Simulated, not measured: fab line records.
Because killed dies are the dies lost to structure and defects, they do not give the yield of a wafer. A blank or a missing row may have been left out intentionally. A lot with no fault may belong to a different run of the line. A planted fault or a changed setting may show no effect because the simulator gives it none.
A struck lot beside a sound one / flow nand-harc / 14 out of 1302 route steps
Sound: wafers L736.2, L736.3, L736.6. Wafers struck: L744.4, L744.5, L744.6. The cause comes at the end.
Per side, at each step with rows, come the tool, then ch with its chambers, and then its first start. Under that, the readings that differ: sound wafers / struck wafers / difference of the means / sigmas: that difference in standard deviations of wafers without a fault.
alike: a reading whose means differ by less than 2 such deviations, as well as words and numbers matching on both sides. not compared: withheld readings; readings where some wafer has no value; bounds like >300 that might hide an equal value; numbers whose values overlap and for which the record gives no deviation.
The two part at a step that has a row with sigmas, a row that says differs or no value, or rows on one side only. When numbers do not overlap yet have no deviation, they are printed without sigmas and do not part them. A reading missing from all wafers of one side parts the sides only when that side holds two or more wafers.

NHARC_A_SOURCE_PLATE_THK_MEAS_09: measures by ellipsometry.
  sound: film-metro-02 at day 11 19:49; struck: film-metro-01 at day 14 23:47
  alike: thk-nm
then, 3 steps without rows for these wafers: NHARC_A_SOURCE_PLATE_PVD_04 (deposits WSi2, target thk 50 nm); NHARC_A_SOURCE_PLATE_CVD_03 (deposits poly-Si, target thk 200 nm, time 4000 s); NHARC_A_SOURCE_PLATE_ANNEAL_05 (time 1800 s).
NHARC_A_SOURCE_PLATE_THK_MEAS_06: measures by ellipsometry.
  sound: film-metro-02 at day 12 09:10; struck: film-metro-01 at day 15 12:47
  alike: thk-nm
NHARC_A_SOURCE_PLATE_INSPECT_08:
  sound: defect-inspect-01 at day 12 09:14; struck: defect-inspect-01 at day 15 12:53
  alike: raw-defect-count
then, no rows for these wafers at 1 step: NHARC_A_ONON_D1_DEP_00 (target thk 1000 nm).
NHARC_A_ONON_D1_THK_MEAS_02: measures by ellipsometry.
  sound: film-metro-02 at day 12 09:49; struck: film-metro-01 at day 15 13:29
reading=thk-nm (nm); sound=982 983 981; struck=1011 1010 1010; difference=+28; sigmas=+3
then, no rows for these wafers at 1 step: NHARC_A_ONON_D1_DEP_03 (target thk 1000 nm).
NHARC_A_ONON_D1_THK_MEAS_05: measures by ellipsometry.
  sound: film-metro-01 at day 12 10:23; struck: film-metro-01 at day 15 14:03
  alike: thk-nm
NHARC_A_ONON_D1_DEP_06: target thk 1000 nm.
  sound on pecvd-onon-04 ch 0, day 12 10:29; struck on pecvd-onon-04 ch 0, day 15 14:17
  alike: susceptor-temp-C
NHARC_A_ONON_D1_THK_MEAS_08: measures by ellipsometry.
  sound: film-metro-02 at day 12 10:56; struck: film-metro-01 at day 15 14:37
reading=thk-nm (nm); sound=989 989 989; struck=531 533 532; difference=-457; sigmas=-46
then, no rows for these wafers at 1 step: NHARC_A_ONON_D1_DEP_09 (target thk 1000 nm).
-- record jumps: 17 days between struck wafers' starts before vs after; left off in module A_ONON_D1, resumes in module END, first step shown is number 1302 of the route --
NHARC_END_SORT_01:
  the record has rows for the struck wafers here (prober-01 ch 0, day 32 19:59) and none for the sound ones

WHERE THEY PART
Last at NHARC_END_SORT_01 as far as this record goes, first at NHARC_A_ONON_D1_THK_MEAS_02.

WHY: what the simulator had put in
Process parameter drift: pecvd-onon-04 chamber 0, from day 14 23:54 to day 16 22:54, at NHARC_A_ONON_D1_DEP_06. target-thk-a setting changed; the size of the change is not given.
